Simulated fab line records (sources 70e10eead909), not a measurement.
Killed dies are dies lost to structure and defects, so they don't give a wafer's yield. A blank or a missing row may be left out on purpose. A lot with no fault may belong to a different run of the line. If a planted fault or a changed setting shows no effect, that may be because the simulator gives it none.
Chamber matching | flow nandHarc | NHARC_A_STAIRCASE_ALD_420 on aldHk-02 has 4 sister chambers
The step deposits SiO2, target thk 20 nm, pulse time 6 s, ald cycles 200. 8 wafers are shown with their chamber, then 8 later ones without.

== EACH WAFER AND ITS CHAMBER ==
wafer  | chamber | heaterPowerW (W) | precursorPulseHeightRel
L076.1 | 1       | 427              | 1.023
L080.1 | 2       | 443              | 0.998
L080.2 | 3       | 461              | 1.004
L080.5 | 0       | 507              | 0.983
L083.2 | 0       | 516              | 0.994
L083.3 | 1       | 427              | 1.007
L083.6 | 3       | 464              | 1.005
L088.3 | 2       | 453              | 1.007

== WAFERS MISSING THEIR CHAMBER ==
wafer  | heaterPowerW (W) | precursorPulseHeightRel
L088.4 | 436              | 1.017
L088.6 | 483              | 1.020
L091.1 | 436              | 0.984
L091.3 | 447              | 0.978
L091.4 | 452              | 0.979
L096.1 | 443              | 0.996
L096.5 | 460              | 1.001
L096.6 | 454              | 0.982

== EACH ONE'S CHAMBER ==
wafer  | from the rows above     | in truth
L088.4 | can't be placed: 1 or 2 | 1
L088.6 | 3                       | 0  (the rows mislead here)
L091.1 | can't be placed: 2 or 1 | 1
L091.3 | can't be placed: 2 or 3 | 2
L091.4 | can't be placed: 2 or 3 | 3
L096.1 | 2                       | 2
L096.5 | can't be placed: 3 or 2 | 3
L096.6 | can't be placed: 2 or 3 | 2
Correct placement for 1 of the 8. From these rows, 6 cannot be placed; in 6 the true chamber is one of the candidates. Number placed wrongly: 1.
How it was worked out, from the rows above alone: a wafer's distance from a chamber is the root of the sum, over the readings, of the square of ((its reading less the chamber's mean) divided by the reading's scatter). If the next closest chamber is less than 2 further off than the closest, the wafer can't be placed; otherwise it belongs to the closest. Each chamber's mean is taken over the wafers shown for it. How the scatter is found: for the shown wafers, subtract from each reading the mean of its chamber, square and add these, divide the total by (wafers less chambers), then take the root.
